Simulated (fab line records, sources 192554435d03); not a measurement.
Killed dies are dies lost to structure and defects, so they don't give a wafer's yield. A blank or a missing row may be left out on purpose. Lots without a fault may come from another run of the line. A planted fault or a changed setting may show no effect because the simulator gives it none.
fab line records | flow n5_finfet
record lots=5 wafers=15 last_day=16
route steps=1938 shown BEOL_M10@1474
lots that met no fault: from a run of the same line without faults
start_h: hours from the record's first day to the start of the lot's first wafer shown | wait_h: hours since the lot's step before | " the same as in the row above | L1.1+2: a row that stands for several wafers | - no value, or no start given | * or withheld: withheld | < > ~ a bound
route shown NAME@n: a module of which the file shows steps, and the number in the route of the first | usual: mean/standard deviation of fault-free wafers | same: alike in all rows | chamber/n: place in a boat | sites: the reading at each site | _std_site: their standard deviation | _edge_site: outer sites' mean less inner sites' | radius_mm: how far each site lies from the wafer's centre | mask NAME#n: copy n | behind: the tool/chamber that last shaped the wafer | hold: why the lot was held/for how many hours/how that ended | device: the transistor (n, p or np) that didn't switch | end of line: the same wafers' tests at the end of the route | a step without rows: its recipe alone | killed: dies lost to structure and defects at the first sort, not the wafer's yield | map: a wafer's dies, x killed, . not, _ none there
set.NAME: the setting as run; set.NAME@STEP: as run at that earlier step | model.NAME: the simulator's own value behind a step, which no gauge read
lots at some steps of the route; a table a step, a row a wafer
services: from which hour (start_h, from the record's first day; less than 0 if before it) a tool's chamber was out of use, for how many hours, and why
## steps
# step N5_BEOL_M10_HM_DEP_02
# recipe material=TiN target_thk_a=200 temp_c=25 chamber_pressure_pa=0.49996
# usual chamber_pressure_pa=0.5000/0.0011 throttle_valve_pct=30.1/1.2
# columns lot.wafer tool chamber start_h wait_h chamber_pressure_pa throttle_valve_pct
L083.1 pvd_sputter-02 - 269.55 3.3 0.4995 28.5
L083.2 " - " " 0.4983 26.7
L083.6 " - " " 0.4988 27.0
L086.1 pvd_sputter-03 - 276.78 0.8 0.4996 29.8
L086.4 " - " " 0.4998 32.1
L086.6 " - " " 0.4987 30.2
L088.2 pvd_sputter-01 - 304.03 1.6 0.5005 31.4
L088.4 " - " " 0.5014 29.0
L088.6 " - " " 0.5006 29.0
L092.2 pvd_sputter-01 - 324.80 0.3 0.4985 30.6
L092.5 " - " " 0.4991 28.8
L092.6 " - " " 0.5001 30.9
L096.1 pvd_sputter-03 - 345.71 1.3 0.4993 30.1
L096.3 " - " " 0.4984 30.4
L096.6 " - " " 0.4987 30.2
# step N5_BEOL_M10_COAT_59
# recipe resist=SOC temp_c=250 time_s=60 spin_rpm=1500 resist_thk_nm=100
# usual spin_speed_rpm=1500.1/1.1
# columns lot.wafer tool chamber start_h wait_h spin_speed_rpm
L083.1 litho_track-02 0 269.69 0.1 1498.6
L083.2 " 0 " " 1499.0
L083.6 " 0 " " 1498.7
L086.1 litho_track-01 0 276.91 0.1 1500.4
L086.4 " 0 " " 1500.1
L086.6 " 0 " " 1501.7
L088.2 litho_track-02 0 304.16 0.1 1499.8
L088.4 " 0 " " 1498.6
L088.6 " 0 " " 1500.8
L092.2 litho_track-05 0 324.92 0.1 1500.1
L092.5 " 0 " " 1501.7
L092.6 " 0 " " 1499.9
L096.1 litho_track-02 0 345.84 0.1 1501.2
L096.3 " 0 " " 1500.0
L096.6 " 0 " " 1498.8
# step N5_BEOL_M10_COAT_60
# recipe resist=SiARC temp_c=220 time_s=60 spin_rpm=1500 resist_thk_nm=30
# usual spin_speed_rpm=1499.9/1
# columns lot.wafer tool chamber start_h wait_h spin_speed_rpm
L083.1 litho_track-02 0 - - 1499.8
L083.2 " 0 " " 1499.9
L083.6 " 0 " " 1500.5
L086.1 litho_track-01 0 - - 1499.6
L086.4 " 0 " " 1498.4
L086.6 " 0 " " 1499.1
L088.2 litho_track-02 0 - - 1500.3
L088.4 " 0 " " 1501.0
L088.6 " 0 " " 1499.3
L092.2 litho_track-05 0 - - 1499.9
L092.5 " 0 " " 1500.4
L092.6 " 0 " " 1500.4
L096.1 litho_track-02 0 - - 1500.6
L096.3 " 0 " " 1500.0
L096.6 " 0 " " 1499.6
# step N5_BEOL_M10_COAT_05
# recipe resist=CAR-ArF spin_rpm=1500 resist_thk_nm=90
# usual spin_speed_rpm=1499.8/1
# columns lot.wafer tool chamber start_h wait_h spin_speed_rpm
L083.1 litho_track-02 0 - - 1500.2
L083.2 " 0 " " 1500.5
L083.6 " 0 " " 1500.6
L086.1 litho_track-01 0 - - 1500.1
L086.4 " 0 " " 1501.1
L086.6 " 0 " " 1499.8
L088.2 litho_track-02 0 - - 1501.9
L088.4 " 0 " " 1500.9
L088.6 " 0 " " 1501.2
L092.2 litho_track-05 0 - - 1498.9
L092.5 " 0 " " 1500.4
L092.6 " 0 " " 1500.4
L096.1 litho_track-02 0 - - 1498.8
L096.3 " 0 " " 1499.5
L096.6 " 0 " " 1500.6
# step N5_BEOL_M10_EBR_07
# recipe solvent=PGMEA ebr_width_mm=1.5
# columns lot.wafer tool chamber start_h wait_h
L083.1+2+6 litho_track-02 0 - -
L086.1+4+6 litho_track-01 0 - -
L088.2+4+6 litho_track-02 0 - -
L092.2+5+6 litho_track-05 0 - -
L096.1+3+6 litho_track-02 0 - -
# step N5_BEOL_M10_SOFTBAKE_06
# recipe temp_c=110 time_s=60 resist=CAR-ArF
# columns lot.wafer tool chamber start_h wait_h
L083.1+2+6 litho_track-02 0 - -
L086.1+4+6 litho_track-01 0 - -
L088.2+4+6 litho_track-02 0 - -
L092.2+5+6 litho_track-05 0 - -
L096.1+3+6 litho_track-02 0 - -
# step N5_BEOL_M10_EXPOSE_08
# recipe mask_id=M10 na=1.35 source_shape=dipole sigma_inner=0.411 sigma_outer=0.611 polarization=te dose_mj=53.75
# usual focus_offset_nm=0.0/0.52
# columns lot.wafer tool chamber start_h wait_h mask focus_offset_nm
L083.1 arfi_scanner-03 0 269.80 - M10#0 -0.6
L083.2 " 0 " " M10#0 0.2
L083.6 " 0 " " M10#0 -1.0
L086.1 arfi_scanner-02 0 277.15 - M10#0 -0.1
L086.4 " 0 " " M10#0 0.5
L086.6 " 0 " " M10#0 0.2
L088.2 arfi_scanner-01 0 304.29 - M10#0 -1.0
L088.4 " 0 " " M10#0 0.1
L088.6 " 0 " " M10#0 -0.2
L092.2 arfi_scanner-03 0 325.17 - M10#0 -0.8
L092.5 " 0 " " M10#0 -0.2
L092.6 " 0 " " M10#0 0.5
L096.1 arfi_scanner-03 0 346.08 - M10#0 -0.6
L096.3 " 0 " " M10#0 0.3
L096.6 " 0 " " M10#0 -0.3
# step N5_BEOL_M10_PEB_09
# recipe peb_temp_c=withheld peb_time_s=60 resist=CAR-ArF
# columns lot.wafer tool chamber start_h wait_h
L083.1+2+6 litho_track-05 0 269.86 0.1
L086.1+4+6 litho_track-01 0 277.21 0.1
L088.2+4+6 litho_track-01 0 304.34 0.0
L092.2+5+6 litho_track-01 0 325.23 0.0
L096.1+3+6 litho_track-02 0 346.14 0.1
# step N5_BEOL_M10_DEVELOP_10
# recipe develop_time_s=30 developer=TMAH resist=CAR-ArF rinse_liquid=diw dry=air_spin dev_temp_c=23
# columns lot.wafer tool chamber start_h wait_h
L083.1+2+6 litho_track-05 0 - -
L086.1+4+6 litho_track-01 0 - -
L088.2+4+6 litho_track-01 0 - -
L092.2+5+6 litho_track-01 0 - -
L096.1+3+6 litho_track-02 0 - -
# step N5_BEOL_M10_CD_MEAS_11
# recipe target_cd_nm=64.1 landing_energy_ev=500 detector=se_inlens polarity=opening
# usual cd_nm=64.1/0.54
# columns lot.wafer tool chamber start_h wait_h cd_nm
L083.1 cd_sem-02 0 269.93 - 64.7
L083.2 " 0 " " 63.7
L083.6 " 0 " " 64.8
L086.1 cd_sem-03 0 277.28 - 64.7
L086.4 " 0 " " 64.0
L086.6 " 0 " " 64.5
L088.2 cd_sem-03 0 304.41 - 64.3
L088.4 " 0 " " 63.7
L088.6 " 0 " " 63.7
L092.2 cd_sem-03 0 325.29 - 63.4
L092.5 " 0 " " 63.6
L092.6 " 0 " " 63.8
L096.1 cd_sem-02 0 346.21 - 64.7
L096.3 " 0 " " 63.9
L096.6 " 0 " " 63.6
# step N5_BEOL_M10_OVL_MEAS_12
# recipe points_per_wafer=44
# usual M10_OVL=-0.3/0.71
# columns lot.wafer tool chamber start_h wait_h M10_OVL[nm]
L083.1 overlay-01 0 269.96 0.0 -0.8
L083.2 " 0 " " -0.3
L083.6 " 0 " " 0.0
L086.1 overlay-02 0 277.31 0.0 0.9
L086.4 " 0 " " 1.2
L086.6 " 0 " " -0.1
L088.2 overlay-01 0 304.44 0.0 0.2
L088.4 " 0 " " 0.5
L088.6 " 0 " " -0.3
L092.2 overlay-02 0 325.32 0.0 -0.2
L092.5 " 0 " " -1.0
L092.6 " 0 " " -0.3
L096.1 overlay-01 0 346.24 0.0 -0.2
L096.3 " 0 " " 0.0
L096.6 " 0 " " -1.0
# step N5_BEOL_M10_INSPECT_13
# recipe mode=adi inspect_instrument=brightfield
# usual raw_defect_count=442/90
# columns lot.wafer tool chamber start_h wait_h raw_defect_count
L083.1 defect_inspect-01 - 269.98 0.0 277
L083.2 " - " " 356
L083.6 " - " " 364
L086.1 defect_inspect-01 - 277.33 0.0 475
L086.4 " - " " 366
L086.6 " - " " 484
L088.2 defect_inspect-01 - 304.46 0.0 471
L088.4 " - " " 564
L088.6 " - " " 531
L092.2 defect_inspect-02 - 325.35 0.0 354
L092.5 " - " " 302
L092.6 " - " " 323
L096.1 defect_inspect-01 - 346.26 0.0 549
L096.3 " - " " 519
L096.6 " - " " 432
# step N5_BEOL_M10_DESCUM_16
# recipe chemistry=O2 time_s=7.9 source_power_w=50 bias_power_w=20 pressure_mtorr=20 rf_frequency_hz=2.712e+07 temp_c=40 resist=CAR-ArF o2_flow_sccm=225
# usual drypump_motor_current_A=5.8/0.52 oes_product_au=0.77/0.078 rf_vpp_V=243.4/1.1 showerhead_plenum_p_Torr=2.11/0.051 temp_c=40.00/0.12 throttle_valve_pct=20.5/0.34
# columns lot.wafer tool chamber start_h wait_h drypump_motor_current_A oes_product_au rf_hours_counter_h rf_vpp_V showerhead_plenum_p_Torr temp_c throttle_valve_pct
L083.1 rie_diel-05 1 270.02 0.0 6.2 0.80 120 243.6 2.11 40.09 20.7
L083.2 " 0 " " 5.5 0.75 153 242.8 2.10 40.10 20.8
L083.6 " 0 " " 5.5 0.75 - 243.8 2.10 40.05 20.8
L086.1 rie_diel-02 0 277.37 0.0 6.6 0.82 93 243.8 2.19 39.76 20.4
L086.4 " 1 " " 6.3 0.99 2 242.2 2.04 40.18 19.8
L086.6 " 0 " " 6.6 0.81 - 243.6 2.19 39.88 20.4
L088.2 rie_diel-02 3 305.11 0.6 5.9 0.72 165 242.3 2.09 39.88 20.8
L088.4 " 2 " " 5.1 0.70 228 242.4 2.08 39.88 21.0
L088.6 " 1 " " 6.3 0.95 - 243.0 2.04 40.02 19.8
L092.2 rie_diel-06 3 325.39 0.0 5.7 0.77 141 243.8 2.10 40.09 20.7
L092.5 " 2 " " 5.5 0.72 - 242.9 2.07 39.91 20.3
L092.6 " 0 " " 6.4 0.67 - 243.8 2.06 40.07 21.0
L096.1 rie_diel-06 0 346.30 0.0 6.4 1.00 0 243.2 2.06 39.75 20.4
L096.3 " 1 " " 5.7 0.95 8 243.5 2.15 39.77 20.3
L096.6 " 2 " " 5.5 0.71 - 241.6 2.07 39.82 20.4
# step N5_BEOL_M10_ETCH_61
# recipe chemistry=CF4 target=SiARC target_depth_a=390 mask_material=CAR-ArF time_s=65 ion_energy_ev=80 pressure_mtorr=40 source_w=545 bias_w=36 Ar_flow_sccm=100 cf4_flow_sccm=100 ends=cleared
# usual cf4_flow_sccm=100.00/0.3 drypump_motor_current_A=5.8/0.51 etch_rf_on_time_s=64.5/1.3 oes_product_au=0.66/0.068 rf_vpp_V=184.3/1 showerhead_plenum_p_Torr=2.16/0.044 throttle_valve_pct=15.7/0.3
# columns lot.wafer tool chamber start_h wait_h cf4_flow_sccm drypump_motor_current_A etch_rf_on_time_s oes_product_au rf_hours_counter_h rf_vpp_V showerhead_plenum_p_Torr throttle_valve_pct
L083.1 rie_diel-05 1 270.05 0.0 99.66 6.2 64.6 0.68 120 183.1 2.16 15.8
L083.2 " 0 " " 99.85 5.5 62.7 0.65 153 184.1 2.14 15.9
L083.6 " 0 " " 99.84 5.5 62.6 0.65 - 182.8 2.14 15.9
L086.1 rie_diel-02 0 277.40 0.0 100.36 6.5 64.5 0.68 93 185.2 2.23 15.6
L086.4 " 1 " " 99.76 6.3 63.8 0.84 2 183.5 2.10 15.0
L086.6 " 0 " " 100.28 6.5 64.5 0.70 - 186.2 2.23 15.6
L088.2 rie_diel-02 3 305.14 0.0 100.47 5.9 62.5 0.64 165 183.5 2.14 16.0
L088.4 " 2 " " 100.25 5.1 65.9 0.59 228 184.3 2.13 16.2
L088.6 " 1 " " 100.37 6.3 62.8 0.81 - 183.9 2.10 15.0
L092.2 rie_diel-06 3 325.43 0.0 99.89 5.7 65.7 0.66 141 184.7 2.15 15.8
L092.5 " 2 " " 100.53 5.5 66.4 0.62 - 183.4 2.14 15.6
L092.6 " 0 " " 100.51 6.4 66.3 0.57 - 184.2 2.11 16.1
L096.1 rie_diel-06 0 346.33 0.0 100.23 6.4 65.5 0.86 0 183.0 2.11 15.5
L096.3 " 1 " " 99.49 5.7 62.0 0.82 8 183.5 2.19 15.4
L096.6 " 2 " " 100.38 5.5 66.1 0.61 - 184.3 2.13 15.7
# step N5_BEOL_M10_ETCH_62
# recipe chemistry=N2/H2 target=SOC target_depth_a=1100 overetch_a=220 mask_material=SiARC temp_c=40 time_s=165 ion_energy_ev=200 pressure_mtorr=30 source_w=840 bias_w=150 n2_flow_sccm=200 h2_flow_sccm=200
# usual drypump_motor_current_A=5.8/0.52 oes_product_au=0.65/0.064 rf_vpp_V=524.6/1.8 showerhead_plenum_p_Torr=2.57/0.064 temp_c=40.01/0.11 throttle_valve_pct=17.92/0.28
# columns lot.wafer tool chamber start_h wait_h drypump_motor_current_A oes_product_au rf_hours_counter_h rf_vpp_V showerhead_plenum_p_Torr temp_c throttle_valve_pct
L083.1 rie_diel-05 1 270.10 0.0 6.2 0.67 120 524.4 2.55 40.08 18.02
L083.2 " 0 " " 5.5 0.63 153 523.6 2.53 39.89 17.95
L083.6 " 0 " " 5.5 0.63 - 523.5 2.53 39.98 17.97
L086.1 rie_diel-02 0 277.45 0.0 6.5 0.69 93 527.1 2.69 39.89 18.04
L086.4 " 1 " " 6.2 0.82 2 524.0 2.51 40.07 17.29
L086.6 " 0 " " 6.5 0.69 - 527.6 2.69 39.86 18.04
L088.2 rie_diel-02 3 305.19 0.0 5.8 0.62 165 525.1 2.54 40.08 18.27
L088.4 " 2 " " 5.1 0.59 228 523.4 2.50 40.13 18.20
L088.6 " 1 " " 6.3 0.78 - 523.4 2.51 39.94 17.30
L092.2 rie_diel-06 3 325.48 0.0 5.7 0.65 142 523.5 2.54 40.14 18.00
L092.5 " 2 " " 5.5 0.62 - 523.9 2.54 40.11 17.88
L092.6 " 0 " " 6.4 0.56 - 521.3 2.49 40.17 18.35
L096.1 rie_diel-06 0 346.38 0.0 6.4 0.86 0 522.0 2.49 40.01 17.82
L096.3 " 1 " " 5.7 0.79 8 525.3 2.60 40.09 17.47
L096.6 " 2 " " 5.5 0.61 - 523.2 2.53 39.91 17.88
# step N5_BEOL_M10_STRIP_68
# recipe chemistry=N2/H2 temp_c=40 n2_flow_sccm=200 h2_flow_sccm=200 rf_frequency_hz=6e+07
# columns lot.wafer tool chamber start_h wait_h
L083.1+2+6 rie_diel-05 1,0,0 270.24 0.1
L086.1+4+6 rie_diel-02 0,1,0 277.59 0.1
L088.2+4+6 rie_diel-02 3,2,1 305.33 0.1
L092.2+5+6 rie_diel-06 3,2,0 325.61 0.1
L096.1+3+6 rie_diel-06 0,1,2 346.52 0.1
# step N5_BEOL_M10_STRIP_67
# recipe chemistry=CF4 resist=SiARC power_w=300 bias_power_w=75 pressure_mtorr=50 cf4_flow_sccm=150 rf_frequency_hz=6e+07
# usual cf4_flow_sccm=150.0/0.48 drypump_motor_current_A=5.8/0.52 oes_product_au=0.77/0.075 power_w=300.0/0.83 rf_vpp_V=271.5/1.2 showerhead_plenum_p_Torr=1.81/0.04 throttle_valve_pct=13.67/0.3
# columns lot.wafer tool chamber start_h wait_h cf4_flow_sccm drypump_motor_current_A oes_product_au power_w rf_hours_counter_h rf_vpp_V showerhead_plenum_p_Torr throttle_valve_pct
L083.1 rie_diel-05 1 270.25 0.0 150.2 6.2 0.80 298.4 120 271.0 1.80 13.69
L083.2 " 0 " " 150.0 5.5 0.74 298.5 153 272.7 1.79 13.86
L083.6 " 0 " " 150.5 5.5 0.75 298.8 - 270.8 1.79 13.86
L086.1 rie_diel-02 0 277.60 0.0 149.9 6.6 0.81 299.2 93 272.4 1.87 13.62
L086.4 " 1 " " 149.9 6.3 0.97 299.8 2 269.6 1.76 12.97
L086.6 " 0 " " 150.7 6.6 0.81 300.1 - 272.9 1.87 13.61
L088.2 rie_diel-02 3 305.34 0.0 151.0 5.9 0.73 301.2 165 270.8 1.79 13.98
L088.4 " 2 " " 149.9 5.1 0.70 299.3 228 268.2 1.78 14.08
L088.6 " 1 " " 149.5 6.3 0.93 301.7 - 271.0 1.76 12.98
L092.2 rie_diel-06 3 325.62 0.0 150.5 5.7 0.77 300.2 142 271.0 1.79 13.72
L092.5 " 2 " " 149.6 5.5 0.73 299.2 - 270.6 1.79 13.65
L092.6 " 0 " " 150.7 6.4 0.66 300.6 - 270.0 1.77 14.07
L096.1 rie_diel-06 0 346.53 0.0 149.6 6.4 1.02 300.0 0 269.8 1.77 13.45
L096.3 " 1 " " 149.3 5.7 0.94 298.8 8 271.9 1.85 13.37
L096.6 " 2 " " 149.9 5.5 0.72 300.5 - 270.9 1.79 13.65
# step N5_BEOL_M10_HM_OPEN_17
# recipe chemistry=Cl2/BCl3 target_depth_a=200 overetch_a=60 target=TiN mask_material=SOC ion_energy_ev=150 pressure_mtorr=10 icp_w=1000 bias_w=126 Cl2_flow_sccm=53.25 bcl3_flow_sccm=21.75 Ar_flow_sccm=25
# usual drypump_motor_current_A=6.0/0.49 he_backside_leak_sccm=3.53/0.22 oes_product_au=0.68/0.033 throttle_valve_pct=22.13/0.2
# columns lot.wafer tool chamber start_h wait_h drypump_motor_current_A he_backside_leak_sccm oes_product_au rf_hours_counter_h throttle_valve_pct
L083.1 rie_metal-02 0 270.29 0.0 6.4 3.64 0.64 49 21.91
L083.2 " 1 " " 5.2 3.78 0.69 34 22.14
L083.6 " 0 " " 6.4 3.66 0.64 - 21.91
L086.1 rie_metal-03 0 277.64 0.0 6.5 3.46 0.68 30 22.09
L086.4 " 1 " " 6.2 3.28 0.73 - 22.53
L086.6 " 1 " " 6.1 3.31 0.73 - 22.55
L088.2 rie_metal-01 0 305.38 0.0 5.8 3.40 0.65 53 22.08
L088.4 " 0 " " 5.8 3.77 0.66 - 22.08
L088.6 " 1 " " 5.8 3.53 0.65 - 22.15
L092.2 rie_metal-03 1 325.66 0.0 6.2 3.31 0.71 17 22.55
L092.5 " 0 " " 6.5 3.35 0.67 - 22.09
L092.6 " 1 " " 6.1 3.29 0.71 - 22.53
L096.1 rie_metal-02 0 346.57 0.0 6.4 3.63 0.63 56 21.92
L096.3 " 0 " " 6.4 3.75 0.63 - 21.91
L096.6 " 0 " " 6.4 3.84 0.63 - 21.93
# step N5_BEOL_M10_STRIP_19
# recipe chemistry=O2 power_w=400 temp_c=40 pressure_mtorr=30 rf_frequency_hz=6e+07 bias_power_w=0 overash_fraction=0.2 o2_flow_sccm=225
# usual drypump_motor_current_A=5.8/0.51 oes_product_au=0.77/0.074 rf_vpp_V=3.6/0.62 showerhead_plenum_p_Torr=2.12/0.05 temp_c=39.99/0.11 throttle_valve_pct=16.77/0.28
# columns lot.wafer tool chamber start_h wait_h drypump_motor_current_A oes_product_au rf_hours_counter_h rf_vpp_V showerhead_plenum_p_Torr temp_c throttle_valve_pct
L083.1 rie_diel-05 2 270.40 0.1 4.9 0.71 219 3.7 2.16 40.08 16.54
L083.2 " 3 " " 5.5 0.79 125 2.8 2.22 40.03 16.64
L083.6 " 2 " " 4.9 0.72 - 5.3 2.16 39.86 16.53
L086.1 rie_diel-06 2 277.75 0.1 5.5 0.74 154 3.3 2.08 40.02 16.61
L086.4 " 0 " " 6.4 0.69 238 3.9 2.07 40.03 17.13
L086.6 " 1 " " 5.7 0.67 - 2.9 2.16 40.13 16.94
L088.2 rie_diel-02 0 305.51 0.1 6.5 0.79 104 2.7 2.19 39.95 16.69
L088.4 " 3 " " 5.9 0.72 166 3.5 2.09 40.12 17.05
L088.6 " 3 " " 5.9 0.73 - 4.5 2.09 39.85 17.08
L092.2 rie_diel-06 2 325.78 0.1 5.5 0.73 175 4.2 2.08 40.05 16.62
L092.5 " 0 " " 6.4 0.66 - 2.8 2.07 40.04 17.19
L092.6 " 3 " " 5.7 0.77 - 3.4 2.11 39.88 16.90
L096.1 rie_diel-06 2 346.87 0.3 5.5 0.71 184 3.0 2.07 39.91 16.64
L096.3 " 1 " " 5.7 0.94 8 3.3 2.16 39.93 16.51
L096.6 " 1 " " 5.7 0.95 - 3.0 2.16 39.92 16.49
# step N5_BEOL_M10_CD_MEAS_18
# recipe pitch_nm=140 target_cd_nm=70
# usual cd_nm=69.9/0.59
# columns lot.wafer tool chamber start_h wait_h cd_nm
L083.1 cd_sem-01 - 270.47 0.0 70.3
L083.2 " - " " 69.9
L083.6 " - " " 70.6
L086.1 cd_sem-03 - 277.82 0.0 70.2
L086.4 " - " " 70.2
L086.6 " - " " 70.1
L088.2 cd_sem-03 - 305.59 0.1 70.5
L088.4 " - " " 69.2
L088.6 " - " " 70.0
L092.2 cd_sem-02 - 325.85 0.1 69.9
L092.5 " - " " 70.2
L092.6 " - " " 70.2
L096.1 cd_sem-02 - 346.94 0.0 71.6
L096.3 " - " " 69.5
L096.6 " - " " 70.1
# step N5_BEOL_M10_COAT_63
# recipe resist=SOC temp_c=250 time_s=60 spin_rpm=1500 resist_thk_nm=100
# usual spin_speed_rpm=1500.1/1
# columns lot.wafer tool chamber start_h wait_h spin_speed_rpm
L083.1 litho_track-02 0 270.71 0.2 1499.4
L083.2 " 0 " " 1499.2
L083.6 " 0 " " 1500.2
L086.1 litho_track-01 0 278.25 0.4 1499.6
L086.4 " 0 " " 1500.5
L086.6 " 0 " " 1499.6
L088.2 litho_track-05 0 305.65 0.1 1498.3
L088.4 " 0 " " 1500.1
L088.6 " 0 " " 1499.9
L092.2 litho_track-01 0 325.88 0.0 1499.8
L092.5 " 0 " " 1499.0
L092.6 " 0 " " 1500.8
L096.1 litho_track-01 0 347.14 0.2 1500.4
L096.3 " 0 " " 1499.5
L096.6 " 0 " " 1500.6
# step N5_BEOL_M10_COAT_64
# recipe resist=SiARC temp_c=220 time_s=60 spin_rpm=1500 resist_thk_nm=30
# usual spin_speed_rpm=1500.0/1.1
# columns lot.wafer tool chamber start_h wait_h spin_speed_rpm
L083.1 litho_track-02 0 - - 1499.0
L083.2 " 0 " " 1499.5
L083.6 " 0 " " 1499.8
L086.1 litho_track-01 0 - - 1500.1
L086.4 " 0 " " 1499.1
L086.6 " 0 " " 1499.5
L088.2 litho_track-05 0 - - 1498.3
L088.4 " 0 " " 1499.3
L088.6 " 0 " " 1500.0
L092.2 litho_track-01 0 - - 1500.5
L092.5 " 0 " " 1501.1
L092.6 " 0 " " 1500.5
L096.1 litho_track-01 0 - - 1498.7
L096.3 " 0 " " 1499.5
L096.6 " 0 " " 1498.5
# step N5_BEOL_M10_COAT_22
# recipe resist=CAR-ArF spin_rpm=1500 resist_thk_nm=90
# usual spin_speed_rpm=1499.8/1
# columns lot.wafer tool chamber start_h wait_h spin_speed_rpm
L083.1 litho_track-02 0 - - 1499.6
L083.2 " 0 " " 1500.8
L083.6 " 0 " " 1500.7
L086.1 litho_track-01 0 - - 1500.5
L086.4 " 0 " " 1501.3
L086.6 " 0 " " 1499.4
L088.2 litho_track-05 0 - - 1500.6
L088.4 " 0 " " 1499.3
L088.6 " 0 " " 1499.2
L092.2 litho_track-01 0 - - 1499.8
L092.5 " 0 " " 1501.0
L092.6 " 0 " " 1499.3
L096.1 litho_track-01 0 - - 1499.9
L096.3 " 0 " " 1500.2
L096.6 " 0 " " 1499.2
# step N5_BEOL_M10_EBR_24
# recipe solvent=PGMEA ebr_width_mm=1.5
# columns lot.wafer tool chamber start_h wait_h
L083.1+2+6 litho_track-02 0 - -
L086.1+4+6 litho_track-01 0 - -
L088.2+4+6 litho_track-05 0 - -
L092.2+5+6 litho_track-01 0 - -
L096.1+3+6 litho_track-01 0 - -
# step N5_BEOL_M10_SOFTBAKE_23
# recipe temp_c=110 time_s=60 resist=CAR-ArF
# columns lot.wafer tool chamber start_h wait_h
L083.1+2+6 litho_track-02 0 - -
L086.1+4+6 litho_track-01 0 - -
L088.2+4+6 litho_track-05 0 - -
L092.2+5+6 litho_track-01 0 - -
L096.1+3+6 litho_track-01 0 - -
# step N5_BEOL_M10_EXPOSE_25
# recipe mask_id=V9 na=1.35 source_shape=annular sigma_inner=0.5 sigma_outer=0.8 polarization=unpolarized dose_mj=85.5
# usual focus_offset_nm=0.0/0.55
# columns lot.wafer tool chamber start_h wait_h mask focus_offset_nm
L083.1 arfi_scanner-03 0 270.83 - V9#0 0.8
L083.2 " 0 " " V9#0 0.0
L083.6 " 0 " " V9#0 -0.4
L086.1 arfi_scanner-01 0 278.49 - V9#0 -1.3
L086.4 " 0 " " V9#0 -0.7
L086.6 " 0 " " V9#0 -1.0
L088.2 arfi_scanner-03 0 305.90 - V9#0 -1.1
L088.4 " 0 " " V9#0 -0.4
L088.6 " 0 " " V9#0 -0.4
L092.2 arfi_scanner-03 0 326.13 - V9#0 0.5
L092.5 " 0 " " V9#0 0.4
L092.6 " 0 " " V9#0 0.4
L096.1 arfi_scanner-02 0 347.39 - V9#0 0.1
L096.3 " 0 " " V9#0 -0.5
L096.6 " 0 " " V9#0 -0.3
# step N5_BEOL_M10_PEB_26
# recipe peb_temp_c=withheld peb_time_s=60 resist=CAR-ArF
# columns lot.wafer tool chamber start_h wait_h
L083.1+2+6 litho_track-05 0 270.90 0.1
L086.1+4+6 litho_track-02 0 278.56 0.1
L088.2+4+6 litho_track-02 0 305.96 0.1
L092.2+5+6 litho_track-01 0 326.19 0.1
L096.1+3+6 litho_track-05 0 347.45 0.1
# step N5_BEOL_M10_DEVELOP_27
# recipe develop_time_s=30 developer=TMAH resist=CAR-ArF rinse_liquid=diw dry=air_spin dev_temp_c=23
# columns lot.wafer tool chamber start_h wait_h
L083.1+2+6 litho_track-05 0 - -
L086.1+4+6 litho_track-02 0 - -
L088.2+4+6 litho_track-02 0 - -
L092.2+5+6 litho_track-01 0 - -
L096.1+3+6 litho_track-05 0 - -
# step N5_BEOL_M10_CD_MEAS_28
# recipe target_cd_nm=70 landing_energy_ev=500 detector=se_inlens polarity=opening
# usual cd_nm=69.9/1
# columns lot.wafer tool chamber start_h wait_h cd_nm
L083.1 cd_sem-02 0 270.96 - 69.7
L083.2 " 0 " " 69.8
L083.6 " 0 " " 69.8
L086.1 cd_sem-01 0 278.62 - 71.6
L086.4 " 0 " " 70.6
L086.6 " 0 " " 71.2
L088.2 cd_sem-01 0 306.03 - 70.3
L088.4 " 0 " " 69.1
L088.6 " 0 " " 68.6
L092.2 cd_sem-01 0 326.26 - 68.3
L092.5 " 0 " " 67.6
L092.6 " 0 " " 70.9
L096.1 cd_sem-02 0 347.52 - 70.2
L096.3 " 0 " " 70.5
L096.6 " 0 " " 70.5
# step N5_BEOL_M10_OVL_MEAS_29
# recipe points_per_wafer=44
# usual V9_OVL=-0.1/0.6
# columns lot.wafer tool chamber start_h wait_h V9_OVL[nm]
L083.1 overlay-02 0 270.99 0.0 -0.9
L083.2 " 0 " " 0.0
L083.6 " 0 " " -0.1
L086.1 overlay-01 0 278.65 0.0 0.4
L086.4 " 0 " " 0.7
L086.6 " 0 " " 0.8
L088.2 overlay-01 0 306.06 0.0 0.5
L088.4 " 0 " " 0.4
L088.6 " 0 " " 0.1
L092.2 overlay-02 0 326.29 0.0 0.6
L092.5 " 0 " " -0.9
L092.6 " 0 " " 0.3
L096.1 overlay-01 0 347.55 0.0 -0.7
L096.3 " 0 " " -0.5
L096.6 " 0 " " -0.7
# step N5_BEOL_M10_INSPECT_30
# recipe mode=adi inspect_instrument=brightfield
# usual raw_defect_count=442/88
# columns lot.wafer tool chamber start_h wait_h raw_defect_count
L083.1 defect_inspect-01 - 271.02 0.0 272
L083.2 " - " " 340
L083.6 " - " " 353
L086.1 defect_inspect-01 - 278.68 0.0 470
L086.4 " - " " 370
L086.6 " - " " 494
L088.2 defect_inspect-01 - 306.08 0.0 438
L088.4 " - " " 553
L088.6 " - " " 547
L092.2 defect_inspect-01 - 326.31 0.0 399
L092.5 " - " " 310
L092.6 " - " " 336
L096.1 defect_inspect-02 - 347.57 0.0 512
L096.3 " - " " 485
L096.6 " - " " 422
## services
# columns tool chamber start_h hours kind
rie_metal-03 - 249.95 2.8 pm
arfi_scanner-02 - 252.80 10.6 repair
arfi_scanner-03 - 264.46 1.0 pm
arfi_scanner-01 - 268.99 0.8 pm
arfi_scanner-02 - 272.26 0.8 pm
arfi_scanner-02 - 274.05 1.3 pm
arfi_scanner-02 - 278.72 1.0 pm
rie_diel-06 0 289.58 6.3 repair
arfi_scanner-01 - 290.70 1.3 pm
rie_metal-02 - 293.03 1.4 pm
arfi_scanner-01 - 294.86 3.8 repair
litho_track-01 - 299.16 - consumable_replace:filter
rie_diel-05 3 300.97 6.5 repair
rie_diel-06 1 305.30 - clean
rie_diel-06 1 305.30 - consumable_replace:focus_ring
rie_diel-06 1 305.30 21.1 scheduled_down
rie_diel-06 1 305.30 21.1 vent_cycle
rie_diel-02 0 313.14 13.1 repair
arfi_scanner-01 - 313.68 0.4 repair
arfi_scanner-03 - 322.40 1.0 pm
arfi_scanner-01 - 323.96 36.0 pm
rie_diel-06 0 326.61 - clean
arfi_scanner-02 - 338.23 0.4 repair
arfi_scanner-02 - 339.26 0.7 repair
## key
fault none
